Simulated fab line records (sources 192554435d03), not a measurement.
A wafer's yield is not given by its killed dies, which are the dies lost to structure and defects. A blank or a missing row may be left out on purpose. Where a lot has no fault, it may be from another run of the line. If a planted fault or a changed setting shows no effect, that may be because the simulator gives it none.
2 desks looking at one fault + flow n5 finfet + what lay behind the numbers comes last; until then each desk has only its own

== FOR THE TOOL OWNER'S DESK: implanter-02 ==
The tool's own readings at N5_WELL_APT_IMPLANT_32: means of the sampled wafers that have a number, for each lot that ran on this tool. Marked OUT: a lot whose mean sits more than 4 standard deviations from the usual mean, which makes it out of limits; the brackets give that distance.
Columns: A = dose ions cm2 at N5_WELL_APT_IMPLANT_32, usual 1.9997e+13; B = faraday current uA at N5_WELL_APT_IMPLANT_32, usual 254
| lot  | first seen here | A                            | B              |
|------|-----------------|------------------------------|----------------|
| L313 | day 3 15:18     | 1.9968e+13                   | 254            |
| L316 | day 4 09:36     | 2.3215e+13 (+99 or more) OUT | 290 (+7.7) OUT |
| L318 | day 4 23:11     | 2.3221e+13 (+99 or more) OUT | 297 (+9.1) OUT |
This desk's verdict: out of limits on L316, L318, starting with L316 at day 4 09:36 (dose ions cm2 at N5_WELL_APT_IMPLANT_32). Within limits: L313.

== THE METROLOGY DESK ==
What the gauges read for every lot (on any tool): the sampled wafers with a number, averaged. Marked OUT: a lot whose mean sits more than 4 standard deviations from the usual mean, which makes it out of limits; the brackets give that distance. 7 of its 11 readings are shown: the first one out of limits and those lying furthest out on some lot.
Columns: A = CJ_N at N5_BEOL_M4_RC_MEAS_101, usual 4.37; B = DIBL_N at N5_BEOL_M4_RC_MEAS_101, usual 36.9 mV/V; C = DIBL_P at N5_BEOL_M4_RC_MEAS_101, usual 37.3 mV/V; D = IOFF_P at N5_BEOL_M4_RC_MEAS_101, usual 0.22 nA/um; E = SS_N at N5_BEOL_M4_RC_MEAS_101, usual 71.6 mV/dec; F = VT_N at N5_BEOL_M4_RC_MEAS_101, usual 250 mV; G = VT_P at N5_BEOL_M4_RC_MEAS_101, usual -250 mV
| lot  | first seen here | A               | B    | C    | D    | E    | F   | G    |
|------|-----------------|-----------------|------|------|------|------|-----|------|
| L313 | day 10 00:59    | 4.47            | 37.8 | 38.3 | 0.22 | 71.9 | 253 | -251 |
| L316 | day 11 02:17    | 4.85 (+6.0) OUT | 35.6 | 35.5 | 0.19 | 70.8 | 252 | -250 |
| L318 | day 11 14:52    | 4.79 (+5.3) OUT | 36.7 | 36.8 | 0.22 | 71.8 | 248 | -250 |
| L325 | day 13 16:31    | 4.31            | 34.5 | 34.4 | 0.18 | 70.9 | 253 | -255 |
This desk's result: L316, L318 out of limits, first on L316 (CJ_N at N5_BEOL_M4_RC_MEAS_101), day 11 02:17. Within limits: L313, L325.

== BROUGHT TOGETHER ==
The tool owner's desk had the chance to raise an alarm at day 4 09:36 on L316, L318.
Metrology desk: alarm possible at day 11 02:17 on L316, L318.
All the named lots went through N5_WELL_APT_IMPLANT_32 on implanter-02.

== WHAT THE SIMULATOR HAD INSERTED ==
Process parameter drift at N5_WELL_APT_IMPLANT_32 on implanter-02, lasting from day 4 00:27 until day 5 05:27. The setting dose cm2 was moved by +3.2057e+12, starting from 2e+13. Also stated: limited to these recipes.
Struck lots among those shown: L316, L318.
Time in hours from fault onset to the first out-of-limits reading at each desk: tool owner's desk 9, metrology desk 170.
